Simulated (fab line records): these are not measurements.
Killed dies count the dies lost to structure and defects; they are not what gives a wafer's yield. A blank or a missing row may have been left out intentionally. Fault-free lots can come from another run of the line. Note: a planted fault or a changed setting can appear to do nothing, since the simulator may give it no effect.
Split-lot study / flow n5Finfet / 21 wafers read from 7 lots, route of 1938 steps

## THE SPLIT
At N5_BEOL_M2_COAT_05 (resist thk 30 nm), the setting spinRpm was moved away from the recipe's 1500 rpm on 6 of the 21 wafers read, by -10.3% to +5.6%. All remaining wafers had this setting at the recipe value.

## FROM THE SPLIT TO THE READING: what the file shows between them, 4 steps
- N5_BEOL_M2_EBR_07
- N5_BEOL_M2_SOFTBAKE_06: time 60 s
- N5_BEOL_M2_EXPOSE_08: exposes mask M2
- N5_BEOL_M2_PEB_09: peb time 60 s

## THE READING
CAR-EUV_of_BEOL_M2_COAT_05.thkNm (the simulator's own value, which no gauge read), in nm, at N5_BEOL_M2_DEVELOP_10 (develop time 30 s). No usual value for it is given in the file. Average 29.6 nm, standard deviation 0.05 nm, over the 15 wafers here run with the recipe.

wafer=L081.1; tool, chamber at the split=lithoTrack-03, 0; spinRpm as run, rpm=1565; against the recipe=+4.3%; CAR-EUV_of_BEOL_M2_COAT_05.thkNm, nm=29; against lot-mates on the recipe=-0.6
wafer=L081.2; tool, chamber at the split=lithoTrack-03, 0; spinRpm as run, rpm=1565; against the recipe=+4.3%; CAR-EUV_of_BEOL_M2_COAT_05.thkNm, nm=29; against lot-mates on the recipe=-0.6
wafer=L081.6; tool, chamber at the split=lithoTrack-03, 0; spinRpm as run, rpm=1500; against the recipe=recipe; CAR-EUV_of_BEOL_M2_COAT_05.thkNm, nm=29.6; against lot-mates on the recipe=-
wafer=L083.1; tool, chamber at the split=lithoTrack-03, 0; spinRpm as run, rpm=1500; against the recipe=recipe; CAR-EUV_of_BEOL_M2_COAT_05.thkNm, nm=29.6; against lot-mates on the recipe=-
wafer=L083.2; tool, chamber at the split=lithoTrack-03, 0; spinRpm as run, rpm=1500; against the recipe=recipe; CAR-EUV_of_BEOL_M2_COAT_05.thkNm, nm=29.6; against lot-mates on the recipe=-
wafer=L083.4; tool, chamber at the split=lithoTrack-03, 0; spinRpm as run, rpm=1500; against the recipe=recipe; CAR-EUV_of_BEOL_M2_COAT_05.thkNm, nm=29.6; against lot-mates on the recipe=-
wafer=L088.1; tool, chamber at the split=lithoTrack-03, 0; spinRpm as run, rpm=1346; against the recipe=-10.3%; CAR-EUV_of_BEOL_M2_COAT_05.thkNm, nm=31.2; against lot-mates on the recipe=+1.6
wafer=L088.6; tool, chamber at the split=lithoTrack-03, 0; spinRpm as run, rpm=1346; against the recipe=-10.3%; CAR-EUV_of_BEOL_M2_COAT_05.thkNm, nm=31.2; against lot-mates on the recipe=+1.6
wafer=L088.5; tool, chamber at the split=lithoTrack-03, 0; spinRpm as run, rpm=1500; against the recipe=recipe; CAR-EUV_of_BEOL_M2_COAT_05.thkNm, nm=29.6; against lot-mates on the recipe=-
wafer=L090.2; tool, chamber at the split=lithoTrack-05, 0; spinRpm as run, rpm=1570; against the recipe=+4.7%; CAR-EUV_of_BEOL_M2_COAT_05.thkNm, nm=29; against lot-mates on the recipe=-0.6
wafer=L090.3; tool, chamber at the split=lithoTrack-05, 0; spinRpm as run, rpm=1500; against the recipe=recipe; CAR-EUV_of_BEOL_M2_COAT_05.thkNm, nm=29.6; against lot-mates on the recipe=-
wafer=L090.4; tool, chamber at the split=lithoTrack-05, 0; spinRpm as run, rpm=1500; against the recipe=recipe; CAR-EUV_of_BEOL_M2_COAT_05.thkNm, nm=29.6; against lot-mates on the recipe=-
wafer=L091.2; tool, chamber at the split=lithoTrack-03, 0; spinRpm as run, rpm=1500; against the recipe=recipe; CAR-EUV_of_BEOL_M2_COAT_05.thkNm, nm=29.6; against lot-mates on the recipe=-
wafer=L091.3; tool, chamber at the split=lithoTrack-03, 0; spinRpm as run, rpm=1500; against the recipe=recipe; CAR-EUV_of_BEOL_M2_COAT_05.thkNm, nm=29.6; against lot-mates on the recipe=-
wafer=L091.5; tool, chamber at the split=lithoTrack-03, 0; spinRpm as run, rpm=1500; against the recipe=recipe; CAR-EUV_of_BEOL_M2_COAT_05.thkNm, nm=29.6; against lot-mates on the recipe=-
wafer=L092.3; tool, chamber at the split=lithoTrack-03, 0; spinRpm as run, rpm=1500; against the recipe=recipe; CAR-EUV_of_BEOL_M2_COAT_05.thkNm, nm=29.6; against lot-mates on the recipe=-
wafer=L092.4; tool, chamber at the split=lithoTrack-03, 0; spinRpm as run, rpm=1500; against the recipe=recipe; CAR-EUV_of_BEOL_M2_COAT_05.thkNm, nm=29.6; against lot-mates on the recipe=-
wafer=L092.6; tool, chamber at the split=lithoTrack-03, 0; spinRpm as run, rpm=1500; against the recipe=recipe; CAR-EUV_of_BEOL_M2_COAT_05.thkNm, nm=29.6; against lot-mates on the recipe=-
wafer=L093.2; tool, chamber at the split=lithoTrack-05, 0; spinRpm as run, rpm=1500; against the recipe=recipe; CAR-EUV_of_BEOL_M2_COAT_05.thkNm, nm=29.8; against lot-mates on the recipe=-
wafer=L093.3; tool, chamber at the split=lithoTrack-05, 0; spinRpm as run, rpm=1584; against the recipe=+5.6%; CAR-EUV_of_BEOL_M2_COAT_05.thkNm, nm=28.8; against lot-mates on the recipe=-0.9
wafer=L093.4; tool, chamber at the split=lithoTrack-05, 0; spinRpm as run, rpm=1500; against the recipe=recipe; CAR-EUV_of_BEOL_M2_COAT_05.thkNm, nm=29.6; against lot-mates on the recipe=-

FIT RESULTS
A straight line over all 21 wafers: CAR-EUV_of_BEOL_M2_COAT_05.thkNm changes by -0.15 nm for each +1% of spinRpm; r = -1.00; the points scatter about the line by 0.051 nm.
The same after taking each lot's own level away (the mean of its wafers on the recipe; 21 wafers): -0.152 nm for each +1%; r = -1.00; scatter 0.047 nm.
Per that fit: largest spinRpm move, reading shift of 1.6 nm.
The lots' own levels span 29.60 to 29.70 nm, that is 2.0 times the standard deviation above.
So the lot-to-lot level changes the slope little: the two slopes agree.
Check: for one of the wafers moved furthest among these (-10.3%), held out of the fit, the line's prediction against its lot-mates is +1.56 nm. Against them it came out at +1.6 nm.

## THESE WAFERS: OTHER SPLITS
Note: prior to the reading, these wafers also went through further splits. Each is held against what the fit with the lots' levels taken away leaves over:
other split on the same wafers=N5_BEOL_M0_CUTY_DESCUM_61 timeS; wafers away from the commonest value=11; r with CAR-EUV_of_BEOL_M2_COAT_05.thkNm (lot level and that fit taken away)=+0.29
other split on the same wafers=N5_BEOL_M1_TRENCH_ETCH_37 sourceW; wafers away from the commonest value=4; r with CAR-EUV_of_BEOL_M2_COAT_05.thkNm (lot level and that fit taken away)=-0.20

## THE WHOLE CHAIN: every reading that the file lists as answering this split, in the file's order
step=N5_BEOL_M2_COAT_05; what it does=resist thk 30 nm; reading=CAR-EUV_of_BEOL_M2_COAT_05.thkNm (the simulator's own value, which no gauge read); change (the file's fit)=-0.158 nm for each +1% of the setting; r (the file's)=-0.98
step=N5_BEOL_M2_DEVELOP_10; what it does=develop time 30 s; reading=CAR-EUV_of_BEOL_M2_COAT_05.thkNm (the simulator's own value, which no gauge read); change (the file's fit)=-0.152 nm for each +1% of the setting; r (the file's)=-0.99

## FILE'S OWN FIT
CAR-EUV_of_BEOL_M2_COAT_05.thkNm changes by -0.152 nm for each +1% of spinRpm, r = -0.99.
